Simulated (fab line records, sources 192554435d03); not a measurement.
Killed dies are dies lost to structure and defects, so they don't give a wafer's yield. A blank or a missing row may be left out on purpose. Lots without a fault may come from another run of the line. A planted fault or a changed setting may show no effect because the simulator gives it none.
Which tool did it? | flow n5_finfet | 11 lots, 26 wafers sampled, at 5 steps of a route of 1938

WHAT THE GAUGES READ, wafer by wafer
N5_BEOL_M4_RC_MEAS_101. Usual: DIBL_N 37.5 mV/V, standard deviation 2; DIBL_P 37.5 mV/V, standard deviation 2.5; IOFF_N 0.18 nA/um, standard deviation 0.042; IOFF_P 0.24 nA/um, standard deviation 0.046; ION_N 677 uA/um, standard deviation 15; ION_P 464 uA/um, standard deviation 9.5; SS_N 72.0 mV/dec, standard deviation 0.76; SS_P 73.6 mV/dec, standard deviation 0.79; VT_N 249 mV, standard deviation 3.5; VT_P -249 mV, standard deviation 3.2.
lot  | measured     | on        | DIBL_N (mV/V)  | DIBL_P (mV/V)  | IOFF_N (nA/um) | IOFF_P (nA/um) | ION_N (uA/um) | ION_P (uA/um) | SS_N (mV/dec)  | SS_P (mV/dec)  | VT_N (mV)   | VT_P (mV)      | flag
L663 | day 7 17:21  | prober-01 | 40.3 36.7 37.4 | 39.7 36.9 37.3 | 0.25 0.16 0.16 | 0.27 0.23 0.23 | 677 686 690   | 458 473 473   | 73.5 71.2 72.0 | 73.8 72.4 73.4 | 245 248 250 | -249 -248 -247 |
L664 | day 8 02:11  | prober-02 | 37.0 38.1      | 38.6 39.7      | 0.17 0.18      | 0.23 0.26      | 691 667       | 466 458       | 72.8 72.8      | 74.1 74.7      | 247 251     | -251 -249      |
L665 | day 8 05:43  | prober-01 | 34.7 38.8      | 34.3 37.2      | 0.14 0.21      | 0.18 0.21      | 698 670       | 476 459       | 71.2 73.5      | 72.8 73.6      | 254 247     | -251 -253      |
L666 | day 8 13:19  | prober-01 | 36.9 37.5      | 37.5 39.2      | 0.16 0.18      | 0.20 0.23      | 657 670       | 451 455       | 72.8 72.1      | 73.8 74.4      | 251 249     | -256 -250      |
L667 | day 8 14:33  | prober-02 | 36.5 37.0 39.3 | 34.2 36.7 37.7 | 0.13 0.15 0.18 | 0.21 0.26 0.26 | 670 658 680   | 468 464 470   | 71.2 71.2 72.3 | 73.3 73.5 73.6 | 254 250 247 | -247 -248 -245 |
L669 | day 9 10:41  | prober-02 | 37.3 39.1 34.8 | 36.9 38.0 35.0 | 0.17 0.20 0.13 | 0.24 0.26 0.23 | 678 684 650   | 469 472 454   | 71.4 72.7 71.0 | 74.0 74.2 74.0 | 249 248 250 | -249 -247 -248 |
L671 | day 10 00:06 | prober-02 | 34.7 42.7      | 33.6 45.1      | 0.12 0.30      | 0.16 0.38      | 657 694       | 454 473       | 70.5 73.4      | 71.5 75.7      | 257 243     | -252 -241      |
L673 | day 10 09:12 | prober-01 | 33.9 38.4      | 33.9 39.7      | 0.13 0.24      | 0.18 0.28      | 653 680       | 454 467       | 71.4 72.7      | 73.0 75.1      | 253 249     | -251 -246      |
L674 | day 10 12:13 | prober-01 | 37.1 37.0 36.0 | 40.3 38.0 37.7 | 0.19 0.19 0.15 | 0.27 0.20 0.20 | 658 665 654   | 446 449 446   | 71.9 73.0 72.2 | 74.3 72.5 72.6 | 250 248 254 | -252 -252 -255 |
L675 | day 11 04:28 | prober-01 | 37.6 36.7      | 36.7 34.8      | 0.15 0.16      | 0.21 0.19      | 672 681       | 463 464       | 70.9 71.4      | 73.2 73.0      | 251 250     | -249 -248      |
L685 | day 13 17:25 | prober-01 | 39.4 34.4      | 39.4 34.4      | 0.22 0.12      | 0.25 0.18      | 683 672       | 457 465       | 72.8 71.4      | 74.8 73.1      | 244 251     | -249 -254      |

WHICH TOOL RAN EACH LOT (tool, then ch and the chambers of the sampled wafers, then the start)
lot  | N5_BEOL_M0_SAQP_ETCH_102        | N5_BEOL_M0_SAQP_ETCH_107          | N5_BEOL_M0_SAQP_RECESS_109        | N5_BEOL_M0_SAQP_MANDREL2_REMOVE_110
L663 | rie_si-01 ch 0,1,3, day 5 14:03 | rie_diel-03 ch 0,3, day 5 14:40   | vapor_etch-01 ch 1, day 5 14:46   | rie_si-02 ch 2,3, day 5 15:33
L664 | rie_si-02 ch 3, day 5 20:10     | rie_diel-01 ch 0,3, day 5 20:56   | vapor_etch-01 ch 1, day 5 21:02   | rie_si-06 ch 1,2, day 5 23:20
L665 | rie_si-01 ch 1,3, day 6 03:37   | rie_diel-01 ch 1,2, day 6 04:24   | vapor_etch-02 ch 1, day 6 04:30   | rie_si-06 ch 2,3, day 6 05:44
L666 | rie_si-02 ch 2,3, day 6 10:19   | rie_diel-02 ch 1,3, day 6 10:56   | vapor_etch-02 ch 0,1, day 6 11:02 | rie_si-06 ch 1,3, day 6 11:53
L667 | rie_si-06 ch 1,2,3, day 6 13:32 | rie_diel-02 ch 2,3, day 6 14:09   | vapor_etch-02 ch 0, day 6 14:15   | rie_si-06 ch 0,2,3, day 6 15:08
L669 | rie_si-01 ch 0,2,3, day 7 00:16 | rie_diel-03 ch 0,1,2, day 7 00:53 | vapor_etch-02 ch 0,1, day 7 00:59 | rie_si-02 ch 1,2,3, day 7 02:01
L671 | rie_si-06 ch 0,3, day 7 14:40   | rie_diel-01 ch 0,3, day 7 15:17   | vapor_etch-02 ch 0,1, day 7 15:23 | rie_si-02 ch 1,2, day 7 16:15
L673 | rie_si-02 ch 1,3, day 8 04:38   | rie_diel-03 ch 2,3, day 8 05:22   | vapor_etch-02 ch 0, day 8 05:41   | rie_si-01 ch 3, day 8 06:29
L674 | rie_si-02 ch 1,2, day 8 09:38   | rie_diel-02 ch 1,2, day 8 10:19   | vapor_etch-02 ch 0,1, day 8 10:25 | rie_si-01 ch 0,2,3, day 8 11:21
L675 | rie_si-02 ch 1,3, day 8 17:56   | rie_diel-01 ch 1,2, day 8 19:33   | vapor_etch-02 ch 0,1, day 8 19:39 | rie_si-06 ch 0,2, day 8 21:40
L685 | rie_si-02 ch 0,3, day 11 03:35  | rie_diel-01 ch 0,1, day 11 04:14  | vapor_etch-02 ch 1, day 11 04:20  | rie_si-06 ch 1,2, day 11 05:20
- N5_BEOL_M0_SAQP_ETCH_102: etches SiO2 in CF4, target depth 4 nm, time 4.4 s.
- N5_BEOL_M0_SAQP_ETCH_107: etches SiNx in CH3F/O2, target depth 30 nm.
- N5_BEOL_M0_SAQP_RECESS_109: chemistry HF/NH3, target SiO2, target depth 3 nm, afs cycles 1, sublimation time 60 s.
- N5_BEOL_M0_SAQP_MANDREL2_REMOVE_110: chemistry HBr/Cl2/O2, target a-Si, stops on SiCN, bt time 10 s.

WHAT THE TOOLS THEMSELVES READ (means of the sampled wafers that have a number; where no wafer has one, the mark that the record gives instead)
N5_BEOL_M0_SAQP_ETCH_102. Usual: cf4_flow_sccm 79.99 sccm, standard deviation 0.27; drypump_motor_current_A 6.0 A, standard deviation 0.47; oes_product_au 1.010 a.u., standard deviation 0.017; rf_fwd_power_W 789 W, standard deviation 3.1; throttle_valve_pct 21.9 %, standard deviation 0.34.
lot  | tool      | cf4_flow_sccm (sccm) | drypump_motor_current_A (A) | oes_product_au (a.u.) | rf_fwd_power_W (W) | throttle_valve_pct (%) | flag
L663 | rie_si-01 | 80.07                | 5.7                         | 1.021                 | 790                | 21.9                   |
L664 | rie_si-02 | 80.17                | 6.4                         | 0.996                 | 787                | 22.0                   |
L665 | rie_si-01 | 79.90                | 5.6                         | 1.024                 | 790                | 21.9                   |
L666 | rie_si-02 | 79.97                | 6.0                         | 1.006                 | 786                | 21.9                   |
L667 | rie_si-06 | 80.27                | 5.9                         | 1.006                 | 791                | 22.1                   |
L669 | rie_si-01 | 79.81                | 5.8                         | 1.033                 | 788                | 21.7                   |
L671 | rie_si-06 | 80.41                | 5.9                         | 1.024                 | 790                | 22.0                   |
L673 | rie_si-02 | 79.94                | 6.3                         | 0.990                 | 789                | 21.6                   |
L674 | rie_si-02 | 80.03                | 6.1                         | 1.004                 | 789                | 21.5                   |
L675 | rie_si-02 | 79.95                | 6.3                         | 0.992                 | 788                | 21.6                   |
L685 | rie_si-02 | 80.19                | 6.0                         | 0.846                 | 784                | 21.7                   | OFF

N5_BEOL_M0_SAQP_ETCH_107. Usual: drypump_motor_current_A 5.7 A, standard deviation 0.35; oes_o_777_au 0.77 a.u., standard deviation 0.086; oes_product_au 0.76 a.u., standard deviation 0.083; rf_fwd_power_W 390.5 W, standard deviation 1.7; rf_vpp_V 298 V, standard deviation 10; showerhead_plenum_p_Torr 1.99 Torr, standard deviation 0.064; throttle_valve_pct 16.44 %, standard deviation 0.22.
lot  | tool        | drypump_motor_current_A (A) | oes_o_777_au (a.u.) | oes_product_au (a.u.) | rf_fwd_power_W (W) | rf_vpp_V (V) | showerhead_plenum_p_Torr (Torr) | throttle_valve_pct (%) | flag
L663 | rie_diel-03 | 5.7                         | 0.75                | 0.74                  | 392.2              | 301          | 2.01                            | 16.35                  |
L664 | rie_diel-01 | 5.6                         | 0.72                | 0.72                  | 392.8              | 304          | 1.99                            | 16.38                  |
L665 | rie_diel-01 | 5.9                         | 0.78                | 0.77                  | 390.4              | 298          | 1.96                            | 16.44                  |
L666 | rie_diel-02 | 5.5                         | 0.90                | 0.89                  | 390.0              | 301          | 2.00                            | 16.02                  |
L667 | rie_diel-02 | 5.2                         | 0.79                | 0.78                  | 390.4              | 300          | 2.01                            | 16.15                  |
L669 | rie_diel-03 | 6.0                         | 0.74                | 0.72                  | 389.3              | 303          | 2.01                            | 16.58                  |
L671 | rie_diel-01 | 5.6                         | 0.70                | 0.71                  | 390.6              | 304          | 1.98                            | 16.40                  |
L673 | rie_diel-03 | 5.9                         | 0.74                | 0.71                  | 391.1              | 286          | 1.89                            | 16.56                  |
L674 | rie_diel-02 | 5.6                         | 0.86                | 0.86                  | 389.0              | 301          | 1.97                            | 16.27                  |
L675 | rie_diel-01 | 5.9                         | 0.76                | 0.76                  | 390.4              | 298          | 1.96                            | 16.48                  |
L685 | rie_diel-01 | 5.6                         | 0.72                | 0.70                  | 390.9              | 298          | 1.99                            | 16.55                  |

N5_BEOL_M0_SAQP_RECESS_109. Usual: drypump_motor_current_A 5.69 A, standard deviation 0.085; temp_c 30.00 C, standard deviation 0.11.
lot  | tool          | drypump_motor_current_A (A) | temp_c (C) | flag
L663 | vapor_etch-01 | 5.73                        | 29.90      |
L664 | vapor_etch-01 | 5.72                        | 30.05      |
L665 | vapor_etch-02 | 5.72                        | 30.01      |
L666 | vapor_etch-02 | 5.64                        | 29.98      |
L667 | vapor_etch-02 | 5.58                        | 29.98      |
L669 | vapor_etch-02 | 5.63                        | 30.06      |
L671 | vapor_etch-02 | 5.62                        | 30.02      |
L673 | vapor_etch-02 | 5.60                        | 29.85      |
L674 | vapor_etch-02 | 5.67                        | 30.01      |
L675 | vapor_etch-02 | 5.67                        | 29.96      |
L685 | vapor_etch-02 | 5.71                        | 29.93      |

N5_BEOL_M0_SAQP_MANDREL2_REMOVE_110. Usual: drypump_motor_current_A 5.9 A, standard deviation 0.49; oes_o_777_au 1.02 a.u., standard deviation 0.041; oes_product_au 1.005 a.u., standard deviation 0.015; rf_fwd_power_W 596.5 W, standard deviation 1.9; throttle_valve_pct 37.0 %, standard deviation 0.47.
lot  | tool      | drypump_motor_current_A (A) | oes_o_777_au (a.u.) | oes_product_au (a.u.) | rf_fwd_power_W (W) | throttle_valve_pct (%) | flag
L663 | rie_si-02 | 5.9                         | 1.00                | 1.012                 | 594.0              | 37.0                   |
L664 | rie_si-06 | 6.2                         | 1.02                | 1.003                 | 595.4              | 37.3                   |
L665 | rie_si-06 | 5.5                         | 1.03                | 0.995                 | 595.0              | 36.9                   |
L666 | rie_si-06 | 6.0                         | 1.04                | 1.008                 | 598.4              | 37.1                   |
L667 | rie_si-06 | 5.9                         | 1.05                | 0.994                 | 595.7              | 37.1                   |
L669 | rie_si-02 | 6.1                         | 0.98                | 1.004                 | 597.0              | 36.7                   |
L671 | rie_si-02 | 5.9                         | 1.01                | 1.004                 | 597.7              | 36.4                   |
L673 | rie_si-01 | 5.6                         | 1.00                | 1.012                 | 596.7              | 36.9                   |
L674 | rie_si-01 | 5.8                         | 1.02                | 1.018                 | 596.0              | 36.7                   |
L675 | rie_si-06 | 6.2                         | 1.04                | 0.994                 | 596.2              | 37.3                   |
L685 | rie_si-06 | 6.2                         | 1.02                | 0.996                 | 595.3              | 37.3                   |

THE ANSWER, worked out from the rows above alone
Rule: a lot is off if the mean of its wafers that have a number lies more than 3 standard deviations from the usual mean. A lot without any number at a reading at which 4 lots or more have one is off too. The other lots that the step has rows for count as sound. The gauges are gone through in route order, then the tools' own readings, and for those a lot's mean is taken as printed above. The first step at which some lot is off is used, and at that step the reading that is off furthest; a lot without a number counts as furthest.
Off: L685, at N5_BEOL_M0_SAQP_ETCH_102 (oes_product_au).
A tool fits if, at that step or a process step before it, it ran every lot that is off, and no sound lot after the first of them. One fits: rie_si-02 at N5_BEOL_M0_SAQP_ETCH_102. Its last sound lot is L675 (day 8 17:56), its first lot that is off L685 (day 11 03:35): a fault that began between those two fits.
The tool's own readings at N5_BEOL_M0_SAQP_ETCH_102 bear it out: on the lots that are off they differ by more than 5 times the standard deviation of the sound lots' means. oes_product_au reads 0.846 a.u. there against 1.010 a.u. on the sound lots.

WHAT THE SIMULATOR HAD PUT IN
Process parameter drift: rie_si-02, from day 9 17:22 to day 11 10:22, at N5_BEOL_M0_SAQP_ETCH_102. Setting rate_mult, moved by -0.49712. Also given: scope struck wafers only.
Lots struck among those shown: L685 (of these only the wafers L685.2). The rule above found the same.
